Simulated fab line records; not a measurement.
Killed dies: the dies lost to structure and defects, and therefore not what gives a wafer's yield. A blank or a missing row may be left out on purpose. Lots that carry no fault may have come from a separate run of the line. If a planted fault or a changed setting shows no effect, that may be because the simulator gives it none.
fab line records + flow n5-finfet
record
- lots=9
- wafers=27
- last-day=19
route steps=1938 shown FIN_SAQP@131 BEOL_M4@1111
lots that met no fault: from a run of the same line without faults
start-h: start of the lot's first displayed wafer, in hours after the record's first day + wait-h: how many hours have passed since the lot's step before this one + " repeats the value in the row above + L1.1+2: several wafers, shown together as one row + - no value, or no start given + * or withheld: withheld + < > ~ a bound
route shown NAME@n: NAME is a module with steps in the file, n the number in the route of the first one + usual: mean/standard deviation taken from wafers without a fault + same: alike in all rows + chamber/n: place in a boat + sites: readings site by site + _std_site: how widely they spread, as a standard deviation + _edge_site: outer sites' mean less inner sites' + radius-mm: for every site, how far away it sits from the centre of the wafer + mask NAME#n: copy n + behind: the tool/chamber that last shaped the wafer + hold: reason for holding the lot/hours on hold/outcome of the hold + device: the n, p or np transistor that did not switch + end of line: the same wafers' tests at the end of the route + where a step has no rows: the recipe by itself + killed: not the wafer's yield, but the dies lost to structure and defects at the first sort + map: dies across one wafer; x = killed, . = not, _ = none there
set.NAME: the run value of the setting; set.NAME@STEP: its run value at that earlier step + model.NAME: the simulator's own value behind a step, which no gauge read
steps of the route over a sample of lots; a table a step, a row a wafer
services: when a tool's chamber went out of use (start-h, in hours from the record's first day, below 0 if earlier), for how many hours, and the reason
## steps
# step N5_FIN_SAQP_MANDREL_ETCH_58
# recipe
- chemistry=HBr/Cl2
- target=a-Si
- target-depth-a=450
- bt-time-s=10
- stop-on=SiNx
- mask-material=SiO2
- over-etch-frac=0.8
- time-s=27
- pressure-mtorr=10
- icp-w=800
- bias-w=75
- HBr_flow_sccm=150
- Cl2_flow_sccm=80
- ends=end-point
# usual
- bias-w=75.03/0.21
- drypump-motor-current-A=5.5/0.41
- oes-product-au=0.699/0.012
- throttle-valve-pct=35.58/0.21
# same
- bt-time-s=10
| lot.wafer | tool      | chamber | start-h | wait-h | bias-w | drypump-motor-current-A | oes-product-au | rf-hours-counter-h | throttle-valve-pct |
|-----------|-----------|---------|---------|--------|--------|-------------------------|----------------|--------------------|--------------------|
| L102.2    | rie-si-06 | 0       | 24.35   | 0.0    | 74.96  | 5.4                     | 0.687          | 34                 | 35.70              |
| L102.5    | "         | 2       | "       | "      | 75.13  | 4.8                     | 0.694          | -                  | 36.24              |
| L102.6    | "         | 3       | "       | "      | 74.84  | 5.5                     | 0.705          | -                  | 35.58              |
| L103.2    | rie-si-06 | 3       | 29.79   | 0.0    | 74.90  | 5.5                     | 0.713          | 196                | 35.58              |
| L103.4    | "         | 0       | "       | "      | 75.01  | 5.4                     | 0.688          | -                  | 35.71              |
| L103.5    | "         | 3       | "       | "      | 74.89  | 5.5                     | 0.707          | -                  | 35.58              |
| L104.2    | rie-si-06 | 1       | 37.71   | 0.0    | 75.12  | 5.6                     | 0.697          | 0                  | 35.53              |
| L104.4    | "         | 3       | "       | "      | 74.78  | 5.5                     | 0.722          | 196                | 35.56              |
| L104.6    | "         | 1       | "       | "      | 75.08  | 5.6                     | 0.695          | -                  | 35.53              |
| L112.1    | rie-si-06 | 3       | 84.07   | 0.0    | 92.62  | 5.5                     | 0.704          | 197                | 35.58              |
| L112.4    | "         | 2       | "       | "      | 92.89  | 4.8                     | 0.701          | 22                 | 36.24              |
| L112.5    | "         | 1       | "       | "      | 92.45  | 5.6                     | 0.699          | -                  | 35.51              |
| L113.4    | rie-si-06 | 3       | 92.72   | 0.0    | 92.61  | 5.5                     | 0.726          | -                  | 35.55              |
| L113.5    | "         | 0       | "       | "      | 92.69  | 5.5                     | 0.703          | -                  | 35.69              |
| L113.6    | "         | 1       | "       | "      | 92.20  | 5.5                     | 0.696          | -                  | 35.51              |
| L117.1    | rie-si-05 | 3       | 115.28  | 0.0    | 74.96  | 5.8                     | 0.709          | 100                | 35.60              |
| L117.5    | "         | 1       | "       | "      | 75.15  | 5.7                     | 0.681          | -                  | 35.61              |
| L117.6    | "         | 0       | "       | "      | 75.35  | 5.7                     | 0.689          | -                  | 35.32              |
| L120.1    | rie-si-05 | 1       | 132.48  | 0.0    | 75.06  | 5.6                     | 0.680          | 82                 | 35.59              |
| L120.3    | "         | 3       | "       | "      | 75.00  | 5.8                     | 0.712          | 100                | 35.64              |
| L120.5    | "         | 2       | "       | "      | 74.95  | 5.6                     | 0.711          | -                  | 35.59              |
| L124.2    | rie-si-02 | 3       | 157.24  | 0.0    | 75.21  | 5.2                     | 0.683          | 137                | 35.27              |
| L124.3    | "         | 2       | "       | "      | 75.00  | 4.7                     | 0.697          | 5                  | 35.46              |
| L124.6    | "         | 1       | "       | "      | 74.76  | 5.2                     | 0.683          | -                  | 35.55              |
| L125.3    | rie-si-05 | 0       | 162.33  | 0.0    | 75.18  | 5.7                     | 0.682          | 89                 | 35.34              |
| L125.4    | "         | 2       | "       | "      | 75.05  | 5.6                     | 0.709          | 19                 | 35.57              |
| L125.5    | "         | 0       | "       | "      | 75.00  | 5.7                     | 0.699          | -                  | 35.32              |
# step N5_FIN_SAQP_STRIP_70
# recipe
- chemistry=N2/H2
- power-w=500
- temp-c=40
- pressure-mtorr=50
- rf-frequency-hz=6e+07
- overash-fraction=0.3
- bias-power-w=28
- h2-frac=0.5
- n2-flow-sccm=300
- h2-flow-sccm=300
# usual
- drypump-motor-current-A=5.8/0.49
- oes-product-au=0.75/0.056
- rf-vpp-V=122.0/1
- showerhead-plenum-p-Torr=3.37/0.14
- throttle-valve-pct=18.95/0.23
| lot.wafer | tool        | chamber | start-h | wait-h | drypump-motor-current-A | oes-product-au | rf-hours-counter-h | rf-vpp-V | showerhead-plenum-p-Torr | throttle-valve-pct |
|-----------|-------------|---------|---------|--------|-------------------------|----------------|--------------------|----------|--------------------------|--------------------|
| L102.2    | rie-diel-05 | 3       | 24.98   | 0.0    | 6.1                     | 0.79           | 117                | 122.9    | 3.36                     | 18.66              |
| L102.5    | "           | 3       | "       | "      | 6.1                     | 0.78           | -                  | 124.0    | 3.36                     | 18.67              |
| L102.6    | "           | 1       | "       | "      | 6.5                     | 0.69           | -                  | 120.9    | 3.19                     | 19.21              |
| L103.2    | rie-diel-04 | 2       | 30.67   | 0.0    | 6.1                     | 0.79           | 137                | 122.0    | 3.25                     | 18.99              |
| L103.4    | "           | 0       | "       | "      | 5.6                     | 0.89           | 28                 | 121.9    | 3.27                     | 18.19              |
| L103.5    | "           | 2       | "       | "      | 6.1                     | 0.78           | -                  | 121.6    | 3.25                     | 19.00              |
| L104.2    | rie-diel-04 | 3       | 38.34   | 0.0    | 5.8                     | 0.74           | 159                | 122.6    | 3.51                     | 19.26              |
| L104.4    | "           | 1       | "       | "      | 5.3                     | 0.75           | 166                | 123.1    | 3.50                     | 19.09              |
| L104.6    | "           | 1       | "       | "      | 5.3                     | 0.74           | -                  | 122.2    | 3.50                     | 19.09              |
| L112.1    | rie-diel-05 | 2       | 84.70   | 0.0    | 5.6                     | 0.75           | 166                | 121.7    | 3.50                     | 19.05              |
| L112.4    | "           | 3       | "       | "      | 6.1                     | 0.77           | 133                | 121.5    | 3.36                     | 18.67              |
| L112.5    | "           | 1       | "       | "      | 6.5                     | 0.68           | -                  | 121.5    | 3.18                     | 19.24              |
| L113.4    | rie-diel-02 | 0       | 93.34   | 0.0    | 5.8                     | 0.72           | 212                | 122.1    | 3.18                     | 18.94              |
| L113.5    | "           | 3       | "       | "      | 4.9                     | 0.74           | -                  | 120.3    | 3.36                     | 18.96              |
| L113.6    | "           | 0       | "       | "      | 5.8                     | 0.71           | -                  | 122.0    | 3.18                     | 18.93              |
| L117.1    | rie-diel-02 | 3       | 115.91  | 0.0    | 4.9                     | 0.72           | 194                | 122.5    | 3.35                     | 18.97              |
| L117.5    | "           | 0       | "       | "      | 5.8                     | 0.71           | -                  | 121.1    | 3.17                     | 18.95              |
| L117.6    | "           | 1       | "       | "      | 5.8                     | 0.73           | -                  | 123.5    | 3.49                     | 19.05              |
| L120.1    | rie-diel-04 | 0       | 133.11  | 0.0    | 5.6                     | 0.82           | 68                 | 121.2    | 3.24                     | 18.25              |
| L120.3    | "           | 3       | "       | "      | 5.8                     | 0.71           | 197                | 123.2    | 3.49                     | 19.31              |
| L120.5    | "           | 0       | "       | "      | 5.6                     | 0.82           | -                  | 122.8    | 3.24                     | 18.25              |
| L124.2    | rie-diel-05 | 2       | 157.87  | 0.0    | 5.5                     | 0.74           | 189                | 122.0    | 3.49                     | 19.06              |
| L124.3    | "           | 1       | "       | "      | 6.5                     | 0.67           | 225                | 122.2    | 3.17                     | 19.28              |
| L124.6    | "           | 0       | "       | "      | 5.6                     | 0.71           | -                  | 121.5    | 3.36                     | 19.14              |
| L125.3    | rie-diel-02 | 0       | 162.96  | 0.0    | 5.8                     | 0.70           | 236                | 120.3    | 3.16                     | 18.96              |
| L125.4    | "           | 2       | "       | "      | 6.4                     | 0.83           | 61                 | 122.9    | 3.56                     | 18.82              |
| L125.5    | "           | 0       | "       | "      | 5.8                     | 0.70           | -                  | 120.3    | 3.16                     | 18.96              |
# step N5_FIN_SAQP_MANDREL2_REMOVE_60
# recipe
- chemistry=HBr/Cl2/O2
- bt-time-s=10
- target=a-Si
- stop-on=SiNx
- endpoint=OES-SiCl
- over-etch-frac=1
- icp-w=600
- bias-w=22
- HBr_flow_sccm=150
- Cl2_flow_sccm=80
- O2_flow_sccm=5
- pressure-mtorr=10
# usual
- drypump-motor-current-A=5.5/0.5
- oes-product-au=0.998/0.016
- throttle-valve-pct=36.73/0.25
# same
- bt-time-s=10
| lot.wafer | tool      | chamber | start-h | wait-h | drypump-motor-current-A | oes-product-au | rf-hours-counter-h | throttle-valve-pct |
|-----------|-----------|---------|---------|--------|-------------------------|----------------|--------------------|--------------------|
| L102.2    | rie-si-02 | 2       | 25.80   | 0.1    | 4.7                     | 1.015          | 3                  | 36.57              |
| L102.5    | "         | 1       | "       | "      | 5.2                     | 0.977          | -                  | 36.67              |
| L102.6    | "         | 2       | "       | "      | 4.7                     | 1.018          | -                  | 36.57              |
| L103.2    | rie-si-05 | 2       | 31.29   | 0.1    | 5.7                     | 1.018          | 17                 | 36.70              |
| L103.4    | "         | 0       | "       | "      | 5.7                     | 0.994          | -                  | 36.46              |
| L103.5    | "         | 2       | "       | "      | 5.7                     | 1.021          | -                  | 36.72              |
| L104.2    | rie-si-02 | 3       | 39.47   | 0.1    | 5.2                     | 0.990          | 135                | 36.39              |
| L104.4    | "         | 0       | "       | "      | 6.7                     | 1.020          | 43                 | 36.66              |
| L104.6    | "         | 1       | "       | "      | 5.2                     | 0.984          | -                  | 36.67              |
| L112.1    | rie-si-06 | 3       | 85.32   | 0.1    | 5.5                     | 1.019          | 197                | 36.71              |
| L112.4    | "         | 1       | "       | "      | 5.6                     | 0.985          | 1                  | 36.64              |
| L112.5    | "         | 2       | "       | "      | 4.8                     | 0.998          | -                  | 37.35              |
| L113.4    | rie-si-05 | 1       | 94.54   | 0.1    | 5.7                     | 0.995          | -                  | 36.75              |
| L113.5    | "         | 2       | "       | "      | 5.6                     | 1.024          | -                  | 36.71              |
| L113.6    | "         | 3       | "       | "      | 5.8                     | 1.014          | -                  | 36.78              |
| L117.1    | rie-si-06 | 0       | 116.55  | 0.1    | 5.4                     | 0.983          | 36                 | 36.85              |
| L117.5    | "         | 2       | "       | "      | 4.8                     | 0.996          | -                  | 37.37              |
| L117.6    | "         | 1       | "       | "      | 5.6                     | 0.990          | -                  | 36.67              |
| L120.1    | rie-si-06 | 0       | 133.73  | 0.1    | 5.4                     | 0.978          | 36                 | 36.87              |
| L120.3    | "         | 2       | "       | "      | 4.8                     | 0.989          | 23                 | 37.37              |
| L120.5    | "         | 0       | "       | "      | 5.4                     | 0.980          | -                  | 36.86              |
| L124.2    | rie-si-02 | 1       | 158.96  | 0.1    | 5.3                     | 0.986          | 46                 | 36.68              |
| L124.3    | "         | 3       | "       | "      | 5.2                     | 0.972          | 137                | 36.38              |
| L124.6    | "         | 0       | "       | "      | 6.7                     | 1.016          | -                  | 36.66              |
| L125.3    | rie-si-02 | 0       | 163.58  | 0.1    | 6.7                     | 1.017          | 45                 | 36.65              |
| L125.4    | "         | 1       | "       | "      | 5.3                     | 0.988          | 46                 | 36.68              |
| L125.5    | "         | 0       | "       | "      | 6.7                     | 1.017          | -                  | 36.65              |
# step N5_FIN_SAQP_ETCH_34
# recipe
- chemistry=C4F6/O2
- target=SiO2
- target-depth-a=450
- time-s=15
- ion-energy-ev=250
- pressure-mtorr=30
- source-w=345
- bias-w=185
- Ar_flow_sccm=300
- C4F6_flow_sccm=10
- O2_flow_sccm=10
- ends=cleared
# usual
- bias-w=185.0/0.52
- drypump-motor-current-A=5.8/0.44
- etch-rf-on-time-s=15.2/0.39
- oes-product-au=0.64/0.046
- rf-vpp-V=671/11
- showerhead-plenum-p-Torr=2.85/0.1
- throttle-valve-pct=21.09/0.26
| lot.wafer | tool        | chamber | start-h | wait-h | bias-w | drypump-motor-current-A | etch-rf-on-time-s | oes-product-au | rf-hours-counter-h | rf-vpp-V | showerhead-plenum-p-Torr | throttle-valve-pct |
|-----------|-------------|---------|---------|--------|--------|-------------------------|-------------------|----------------|--------------------|----------|--------------------------|--------------------|
| L102.2    | rie-diel-05 | 0       | 26.17   | 0.0    | 185.3  | 5.6                     | 15.7              | 0.62           | 155                | 687      | 2.84                     | 21.37              |
| L102.5    | "           | 2       | "       | "      | 185.5  | 5.5                     | 14.9              | 0.66           | -                  | 671      | 2.95                     | 20.74              |
| L102.6    | "           | 1       | "       | "      | 185.3  | 6.5                     | 15.6              | 0.60           | -                  | 670      | 2.73                     | 21.28              |
| L103.2    | rie-diel-05 | 1       | 31.52   | 0.0    | 184.9  | 6.5                     | 15.4              | 0.60           | 183                | 669      | 2.73                     | 21.29              |
| L103.4    | "           | 3       | "       | "      | 185.3  | 6.1                     | 15.0              | 0.67           | 120                | 669      | 2.86                     | 21.11              |
| L103.5    | "           | 2       | "       | "      | 184.9  | 5.5                     | 15.0              | 0.65           | -                  | 670      | 2.95                     | 20.77              |
| L104.2    | rie-diel-05 | 3       | 39.70   | 0.0    | 184.6  | 6.1                     | 14.9              | 0.68           | 124                | 669      | 2.86                     | 21.13              |
| L104.4    | "           | 0       | "       | "      | 185.6  | 5.6                     | 15.6              | 0.62           | 160                | 688      | 2.84                     | 21.38              |
| L104.6    | "           | 2       | "       | "      | 185.3  | 5.5                     | 14.8              | 0.66           | -                  | 672      | 2.94                     | 20.77              |
| L112.1    | rie-diel-02 | 1       | 85.55   | 0.0    | 184.4  | 5.8                     | 15.3              | 0.63           | 168                | 663      | 2.94                     | 21.14              |
| L112.4    | "           | 0       | "       | "      | 184.6  | 5.8                     | 15.3              | 0.61           | 209                | 669      | 2.71                     | 21.00              |
| L112.5    | "           | 1       | "       | "      | 184.4  | 5.8                     | 15.3              | 0.63           | -                  | 664      | 2.94                     | 21.15              |
| L113.4    | rie-diel-02 | 1       | 94.92   | 0.0    | 184.9  | 5.8                     | 15.4              | 0.62           | 172                | 664      | 2.94                     | 21.14              |
| L113.5    | "           | 0       | "       | "      | 184.9  | 5.7                     | 15.5              | 0.61           | -                  | 669      | 2.71                     | 21.00              |
| L113.6    | "           | 3       | "       | "      | 185.2  | 4.9                     | 14.7              | 0.62           | -                  | 685      | 2.81                     | 20.92              |
| L117.1    | rie-diel-04 | 1       | 116.87  | 0.0    | 183.6  | 5.3                     | 15.6              | 0.60           | 193                | 672      | 2.96                     | 21.48              |
| L117.5    | "           | 3       | "       | "      | 185.6  | 5.7                     | 15.3              | 0.61           | -                  | 667      | 2.94                     | 21.42              |
| L117.6    | "           | 0       | "       | "      | 184.8  | 5.6                     | 15.2              | 0.69           | -                  | 645      | 2.76                     | 20.64              |
| L120.1    | rie-diel-04 | 0       | 133.96  | 0.0    | 185.5  | 5.6                     | 15.1              | 0.69           | 68                 | 646      | 2.76                     | 20.63              |
| L120.3    | "           | 3       | "       | "      | 185.3  | 5.7                     | 15.1              | 0.60           | 197                | 668      | 2.94                     | 21.42              |
| L120.5    | "           | 1       | "       | "      | 185.1  | 5.3                     | 15.5              | 0.60           | -                  | 672      | 2.96                     | 21.51              |
| L124.2    | rie-diel-05 | 0       | 159.32  | 0.0    | 184.0  | 5.6                     | 15.5              | 0.60           | 199                | 686      | 2.82                     | 21.44              |
| L124.3    | "           | 3       | "       | "      | 184.2  | 6.1                     | 15.0              | 0.65           | 154                | 669      | 2.84                     | 21.16              |
| L124.6    | "           | 1       | "       | "      | 185.5  | 6.5                     | 15.7              | 0.57           | -                  | 666      | 2.71                     | 21.35              |
| L125.3    | rie-diel-02 | 1       | 163.81  | 0.0    | 185.5  | 5.8                     | 15.5              | 0.61           | 195                | 663      | 2.93                     | 21.16              |
| L125.4    | "           | 2       | "       | "      | 184.9  | 6.4                     | 14.5              | 0.73           | 61                 | 684      | 3.01                     | 21.01              |
| L125.5    | "           | 3       | "       | "      | 184.7  | 4.9                     | 14.6              | 0.62           | -                  | 684      | 2.80                     | 21.00              |
# step N5_BEOL_M4_RC_MEAS_101
# usual
- DIBL_N=36.6/1.9
- DIBL_P=36.7/2.2
- IOFF_N=0.16/0.035
- IOFF_P=0.22/0.038
- ION_N=672/14
- ION_P=462/8.3
- SS_N=71.6/0.65
- SS_P=73.5/0.72
- VT_N=250/3.5
- VT_P=-250/3.1
| lot.wafer | tool      | chamber | start-h | wait-h | DIBL_N[mV/V] | DIBL_P[mV/V] | IOFF_N[nA/um] | IOFF_P[nA/um] | ION_N[uA/um] | ION_P[uA/um] | SS_N[mV/dec] | SS_P[mV/dec] | VT_N[mV] | VT_P[mV] |
|-----------|-----------|---------|---------|--------|--------------|--------------|---------------|---------------|--------------|--------------|--------------|--------------|----------|----------|
| L103.2    | prober-02 | 0       | 202.64  | 0.2    | 37.8         | 36.2         | 0.15          | 0.21          | 666          | 459          | 71.6         | 72.7         | 250      | -249     |
| L103.4    | "         | 0       | "       | "      | 42.0         | 40.1         | 0.27          | 0.27          | 682          | 458          | 73.9         | 74.7         | 245      | -249     |
| L103.5    | "         | 0       | "       | "      | 34.8         | 33.9         | 0.13          | 0.18          | 680          | 468          | 71.1         | 72.6         | 252      | -251     |
| L102.2    | prober-01 | 0       | 203.17  | 0.2    | 39.2         | 40.5         | 0.22          | 0.34          | 686          | 483          | 71.1         | 74.5         | 243      | -239     |
| L102.5    | "         | 0       | "       | "      | 37.5         | 39.0         | 0.17          | 0.29          | 677          | 471          | 71.0         | 73.9         | 247      | -244     |
| L102.6    | "         | 0       | "       | "      | 33.2         | 32.6         | 0.10          | 0.18          | 646          | 455          | 69.9         | 72.5         | 255      | -252     |
| L104.2    | prober-02 | 0       | 218.38  | 0.2    | 37.3         | 37.3         | 0.16          | 0.25          | 690          | 480          | 71.2         | 73.6         | 248      | -247     |
| L104.4    | "         | 0       | "       | "      | 33.2         | 32.7         | 0.11          | 0.18          | 685          | 474          | 70.0         | 72.5         | 253      | -250     |
| L104.6    | "         | 0       | "       | "      | 34.2         | 34.5         | 0.13          | 0.20          | 676          | 477          | 70.5         | 72.5         | 251      | -249     |
| L113.4    | prober-01 | 0       | 254.94  | 0.5    | 32.7         | 34.8         | 0.12          | 0.18          | 656          | 459          | 70.9         | 72.7         | 252      | -252     |
| L113.5    | "         | 0       | "       | "      | 36.5         | 38.3         | 0.18          | 0.23          | 671          | 466          | 72.2         | 73.1         | 249      | -249     |
| L113.6    | "         | 0       | "       | "      | 33.5         | 34.6         | 0.12          | 0.18          | 665          | 460          | 71.6         | 72.7         | 253      | -252     |
| L112.1    | prober-02 | 0       | 257.28  | 0.0    | 34.2         | 33.5         | 0.13          | 0.17          | 651          | 448          | 71.8         | 72.9         | 254      | -253     |
| L112.4    | "         | 0       | "       | "      | 33.9         | 32.9         | 0.12          | 0.17          | 656          | 454          | 71.4         | 72.9         | 256      | -253     |
| L112.5    | "         | 0       | "       | "      | 33.7         | 32.7         | 0.12          | 0.16          | 643          | 439          | 71.3         | 72.9         | 258      | -251     |
| L117.1    | prober-01 | 0       | 283.47  | 0.0    | 36.6         | 32.5         | 0.13          | 0.18          | 661          | 455          | 71.1         | 73.0         | 252      | -254     |
| L117.5    | "         | 0       | "       | "      | 37.8         | 34.6         | 0.16          | 0.22          | 673          | 457          | 71.8         | 74.1         | 247      | -249     |
| L117.6    | "         | 0       | "       | "      | 41.0         | 37.7         | 0.23          | 0.27          | 677          | 462          | 72.7         | 74.2         | 244      | -249     |
| L120.1    | prober-02 | 0       | 301.59  | 0.0    | 38.5         | 37.6         | 0.19          | 0.21          | 674          | 453          | 72.4         | 74.1         | 246      | -251     |
| L120.3    | "         | 0       | "       | "      | 39.1         | 38.6         | 0.21          | 0.23          | 693          | 471          | 72.5         | 74.6         | 247      | -252     |
| L120.5    | "         | 0       | "       | "      | 37.1         | 36.5         | 0.17          | 0.20          | 686          | 466          | 71.5         | 73.9         | 246      | -253     |
| L124.2    | prober-02 | 0       | 319.81  | 0.2    | 38.0         | 37.2         | 0.19          | 0.26          | 699          | 472          | 71.8         | 73.5         | 249      | -244     |
| L124.3    | "         | 0       | "       | "      | 39.0         | 39.1         | 0.23          | 0.31          | 682          | 467          | 71.8         | 74.1         | 245      | -244     |
| L124.6    | "         | 0       | "       | "      | 37.8         | 36.6         | 0.18          | 0.25          | 674          | 463          | 72.4         | 73.6         | 248      | -245     |
| L125.3    | prober-01 | 0       | 328.16  | 0.3    | 37.0         | 38.4         | 0.17          | 0.22          | 674          | 467          | 71.4         | 73.3         | 251      | -250     |
| L125.4    | "         | 0       | "       | "      | 36.8         | 38.0         | 0.17          | 0.24          | 676          | 459          | 72.2         | 74.1         | 248      | -248     |
| L125.5    | "         | 0       | "       | "      | 38.7         | 39.6         | 0.20          | 0.26          | 694          | 470          | 72.2         | 73.6         | 249      | -248     |
## services
| tool        | chamber | start-h | hours | kind                          |
|-------------|---------|---------|-------|-------------------------------|
| rie-diel-05 | 2       | 15.87   | 9.6   | repair                        |
| rie-si-06   | 1       | 15.87   | -     | clean                         |
| rie-si-06   | 1       | 15.87   | -     | consumable-replace:focus-ring |
| rie-si-06   | 1       | 15.87   | 15.2  | scheduled-down                |
| rie-si-06   | 1       | 15.87   | 15.2  | vent-cycle                    |
| rie-diel-02 | -       | 25.16   | 2.9   | repair                        |
| rie-si-05   | 3       | 29.13   | 3.5   | repair                        |
| rie-diel-02 | -       | 30.50   | 0.2   | repair                        |
| rie-diel-02 | 1       | 38.04   | 19.6  | repair                        |
| rie-si-05   | 3       | 40.95   | 5.0   | repair                        |
| rie-diel-05 | 3       | 48.03   | 14.3  | repair                        |
| rie-diel-02 | 1       | 58.16   | 9.7   | repair                        |
| rie-diel-05 | -       | 70.86   | 2.8   | pm                            |
| rie-si-05   | 0       | 81.46   | 14.0  | repair                        |
| rie-si-02   | -       | 88.10   | 14.6  | pm                            |
| rie-si-06   | 2       | 89.55   | 7.2   | repair                        |
| rie-si-06   | 2       | 96.79   | 15.0  | repair                        |
| rie-si-06   | 3       | 116.24  | -     | clean                         |
| rie-si-06   | 3       | 116.24  | 19.5  | scheduled-down                |
| rie-si-06   | 3       | 116.24  | 19.5  | vent-cycle                    |
| rie-diel-05 | -       | 117.75  | 0.6   | repair                        |
| rie-diel-05 | -       | 126.84  | 0.3   | repair                        |
| rie-diel-04 | 0       | 146.11  | 2.5   | repair                        |
| rie-si-05   | 1       | 148.20  | 7.9   | repair                        |
## key
first-sign
- step=N5_FIN_SAQP_MANDREL_ETCH_58
- reading=bias-w
- direction=up
- sigmas=83
- usual=*
- struck=*
effect none on later readings
met-at N5_FIN_SAQP_MANDREL_ETCH_58
struck-lots L112,L113
not-acting-at N5_FIN_SAQP_STRIP_70,N5_FIN_SAQP_MANDREL2_REMOVE_60,N5_FIN_SAQP_ETCH_34
onset-between 37.71 84.07
fault
- kind=process-parameter-drift
- tool=rie-si-06
- chamber=-
- onset-h=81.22
- steps=N5_FIN_SAQP_MANDREL_ETCH_58
- channel=bias-w
- offset=*
- shape=step
- end-h=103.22
- acts-in=*
- stated=*
